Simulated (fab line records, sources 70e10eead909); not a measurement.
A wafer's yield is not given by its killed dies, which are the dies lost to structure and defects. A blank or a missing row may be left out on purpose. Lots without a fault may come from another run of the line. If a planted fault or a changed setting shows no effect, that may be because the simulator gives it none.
Chamber matching | flow nand harc | 4 sister chambers for NHARC_A_CONTACT_DESCUM_13 on rie diel-10
The step chemistry O2, time 3 s. 14 wafers are shown with their chamber, then 7 later ones without.

WAFERS WITH THEIR CHAMBER
wafer  | chamber | showerhead plenum p Torr (Torr) | drypump motor current A (A) | oes product au (a.u.)
L924.1 | 1       | 1.77                            | 5.3                         | 1.029
L924.2 | 3       | 1.87                            | 5.2                         | 1.015
L924.4 | 2       | 2.02                            | 6.0                         | 0.980
L932.1 | 1       | 1.77                            | 5.3                         | 1.023
L932.3 | 0       | 1.88                            | 5.7                         | 1.010
L932.6 | 3       | 1.86                            | 5.2                         | 1.018
L931.1 | 1       | 1.77                            | 5.3                         | 1.020
L931.4 | 2       | 2.02                            | 6.1                         | 0.976
L931.5 | 0       | 1.88                            | 5.7                         | 1.006
L935.1 | 0       | 1.88                            | 5.7                         | 1.008
L935.2 | 3       | 1.86                            | 5.2                         | 1.031
L935.3 | 1       | 1.77                            | 5.3                         | 1.033
L934.1 | 2       | 2.02                            | 6.0                         | 0.984
L934.3 | 3       | 1.86                            | 5.2                         | 1.019

SIGNATURES (averages over the wafers above)
reading                  | chamber 0 | chamber 1 | chamber 2 | chamber 3 | scatter within a chamber
showerhead plenum p Torr | 1.8800    | 1.7700    | 2.0200    | 1.8625    | 0.00274
drypump motor current A  | 5.700     | 5.300     | 6.033     | 5.200     | 0.0258
oes product au           | 1.00800   | 1.02625   | 0.98000   | 1.02075   | 0.0054
Rule: for each reading, subtract the chamber's mean from the wafer's reading, divide by that reading's scatter and square the result; add these up over the readings and take the root, which gives the wafer's distance from the chamber. If the next closest chamber is less than 2 further off than the closest, the wafer can't be placed; otherwise it belongs to the closest. The scatter: take each reading less its chamber's mean, square it, sum over the shown wafers, divide by the number of wafers less the number of chambers, and take the root.

WAFERS WITH NO CHAMBER GIVEN
wafer  | showerhead plenum p Torr (Torr) | drypump motor current A (A) | oes product au (a.u.)
L934.4 | 1.77                            | 5.3                         | 1.016
L938.2 | 1.76                            | 5.3                         | 1.031
L938.3 | 1.88                            | 5.7                         | 1.007
L938.6 | 1.88                            | 5.7                         | 1.008
L946.1 | 2.01                            | 6.0                         | 0.967
L946.4 | 1.76                            | 5.3                         | 1.031
L946.6 | 1.76                            | 5.3                         | 1.034

THE CHAMBER EACH PASSED THROUGH
wafer  | from the rows above | in truth
L934.4 | 1                   | 1
L938.2 | 1                   | 1
L938.3 | 0                   | 0
L938.6 | 0                   | 0
L946.1 | 2                   | 2
L946.4 | 1                   | 1
L946.6 | 1                   | 1
7 of 7 placed correctly. From these rows, 0 cannot be placed. Number placed wrongly: 0.
